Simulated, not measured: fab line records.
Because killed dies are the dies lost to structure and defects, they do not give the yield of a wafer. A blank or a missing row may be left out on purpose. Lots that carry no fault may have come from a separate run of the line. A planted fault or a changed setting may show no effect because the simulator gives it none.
Chamber matching | flow n5Finfet | N5_BEOL_M2_DEP_57 on pecvd-01 has 3 sister chambers
The step deposits SiCN from 3MS/NH3, target thk 8 nm, time 14 s. 6 wafers are shown with their chamber, then 8 later ones without.

## WAFERS WITH THEIR CHAMBER
wafer  | chamber | throttleValvePct (%) | showerheadPlenumPTorr (Torr)
L086.2 | 2       | 9.4                  | 3.666
L087.1 | 2       | 8.9                  | 3.657
L089.1 | 0       | 9.1                  | 3.676
L089.3 | 1       | 9.8                  | 3.668
L089.6 | 1       | 9.9                  | 3.678
L090.3 | 0       | 9.3                  | 3.682

## WAFERS WITHOUT THEIR CHAMBER
wafer  | throttleValvePct (%) | showerheadPlenumPTorr (Torr)
L090.4 | 9.0                  | 3.657
L090.6 | 8.9                  | 3.672
L094.1 | 9.8                  | 3.669
L094.4 | 9.4                  | 3.657
L094.6 | 9.6                  | 3.674
L095.1 | 9.3                  | 3.671
L095.4 | 9.3                  | 3.659
L095.5 | 9.3                  | 3.672

## WHICH CHAMBER EACH WENT THROUGH
wafer  | from the rows above          | in truth
L090.4 | 2                            | 2
L090.6 | can't be placed: 0 or 2      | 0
L094.1 | 1                            | 1
L094.4 | can't be placed: 2 or 1      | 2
L094.6 | can't be placed: 1 or 0 or 2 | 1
L095.1 | can't be placed: 0 or 2 or 1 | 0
L095.4 | 2                            | 2
L095.5 | can't be placed: 0 or 2 or 1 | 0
Correct placement for 3 of the 8. Can't be placed from these rows: 5 (the true chamber is among the candidates in 5). 0 placed wrongly.
How it was worked out, from the rows above alone: a wafer's distance from a chamber is the root of the sum, over the readings, of the square of ((its reading less the chamber's mean) divided by the reading's scatter). The wafer belongs to the nearest chamber; if the next one is less than 2 further off, it can't be placed. A chamber's mean is the mean of its shown wafers. How the scatter is found: for the shown wafers, subtract from each reading the mean of its chamber, square and add these, divide the total by (wafers less chambers), then take the root.
